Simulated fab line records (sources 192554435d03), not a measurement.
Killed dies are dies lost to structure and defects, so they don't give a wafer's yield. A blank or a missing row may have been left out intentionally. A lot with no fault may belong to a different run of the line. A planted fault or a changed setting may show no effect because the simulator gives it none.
Struck lot and sound lot, side by side || flow n5_finfet || 21 out of 1938 route steps
Sound: these wafers, L445.1, L445.2, L445.6. Wafers struck: L451.1, L451.3, L451.5. The cause comes at the end.
Order at every step that has rows: each side's tool, ch and its chambers, its first start. Under that, the readings that differ: sound wafers || struck wafers || difference of the means || sigmas: that difference in standard deviations of wafers without a fault.
alike: words and numbers the same on both sides, and readings whose means are apart by under 2 such deviations; not compared: readings that were withheld, readings missing a value for some wafer, numbers with overlapping values and no deviation given by the record, and bounds like >300 which may hide the same value.
A row with sigmas, a row that says differs or no value, or rows on one side alone: a step with any of these is where the two part. When numbers do not overlap yet have no deviation, they are printed without sigmas and do not part them. A reading that every wafer of one side lacks parts them only if that side has two wafers or more.

first, 8 steps without rows for these wafers: N5_BEOL_M12_DESCUM_15 (chemistry O2, time 7.9 s); N5_BEOL_M12_ETCH_59 (etches BARC in N2/H2, target depth 89 nm, overetch 26.7 nm, time 67.9 s); N5_BEOL_M12_VIA_ETCH_16 (etches SiOC in C4F8/O2/Ar, target depth 724.8 nm); N5_BEOL_M12_STRIP_63 (strips in N2/H2); N5_BEOL_M12_STRIP_64 (strips in N2/H2); N5_BEOL_M12_STRIP_71 (strips in post etch residue remover, time 60 s); N5_BEOL_M12_SRD_72 (time 30 s, dry time 30 s); N5_BEOL_M12_COAT_65 (time 60 s, resist thk 300 nm).
N5_BEOL_M12_COAT_66: time 60 s, resist thk 110 nm.
  sound on litho_track-03 ch 0, day 10 04:07; struck on litho_track-03 ch 0, day 11 20:09
{"reading": "spin_speed_rpm (rpm)", "sound": "1500.6 1501.8 1501.6", "struck": "1647.7 1646.1 1647.9", "difference": "+145.9", "sigmas": "+99 or more"}
{"reading": "model.SiARC_of_BEOL_M12_COAT_66.thk_nm (nm)", "sound": "109.6 109.6 109.6", "struck": "104.6 104.6 104.6", "difference": -5.0, "sigmas": ""}
  alike: resist_line_temp_C
then, 8 steps without rows for these wafers: N5_BEOL_M12_COAT_22 (resist thk 300 nm); N5_BEOL_M12_EBR_24; N5_BEOL_M12_SOFTBAKE_23 (time 60 s); N5_BEOL_M12_EXPOSE_25 (exposes mask M12); N5_BEOL_M12_PEB_26 (peb time 90 s); N5_BEOL_M12_DEVELOP_27 (develop time 45 s); N5_BEOL_M12_HARDBAKE_32 (time 120 s); N5_BEOL_M12_DESCUM_33 (chemistry O2, time 7.9 s).
N5_BEOL_M12_ETCH_67: etches SiARC in CF4, target depth 143 nm, time 238.3 s.
  sound on rie_diel-02 ch 0,2, day 10 05:11; struck on rie_diel-03 ch 1,2,3, day 11 20:37
{"reading": "model.etch.depth_nm (nm)", "sound": "109.7 109.6 109.7", "struck": "104.5 104.6 104.6", "difference": -5.1, "sigmas": ""}
{"reading": "model.coat_of_BEOL_M12_COAT_22.thk_nm (nm)", "sound": "211.8 210.8 210.8", "struck": "213.6 215.6 213.4", "difference": "+3.1", "sigmas": ""}
  alike: drypump_motor_current_A, etch_rf_on_time_s, oes_product_au, rf_vpp_V, showerhead_plenum_p_Torr, throttle_valve_pct
  not compared: rf_hours_counter_h
N5_BEOL_M12_ETCH_68: etches SOC in N2/H2, time 285 s.
  sound on rie_diel-02 ch 0,2, day 10 05:20; struck on rie_diel-03 ch 1,2,3, day 11 20:46
{"reading": "model.SiARC_of_BEOL_M12_COAT_66.thk_nm (nm)", "sound": "86.4 85.4 85.6", "struck": "80.4 80.4 81", "difference": -5.2, "sigmas": ""}
  alike: drypump_motor_current_A, h2_flow_sccm, n2_flow_sccm, oes_product_au, rf_vpp_V, showerhead_plenum_p_Torr, throttle_valve_pct
  not compared: rf_hours_counter_h
then, 2 steps without rows for these wafers: N5_BEOL_M12_STRIP_69 (strips in N2/H2); N5_PASSIVATION_PROBE_49.

## WHERE THEY PART
Only at N5_BEOL_M12_COAT_66, within this record. Later steps at which nothing parts them and some readings are alike: N5_BEOL_M12_ETCH_67, N5_BEOL_M12_ETCH_68.

WHY: what had been put in by the simulator
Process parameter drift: litho_track-03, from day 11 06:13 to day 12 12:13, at N5_BEOL_M12_COAT_66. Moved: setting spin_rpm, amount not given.
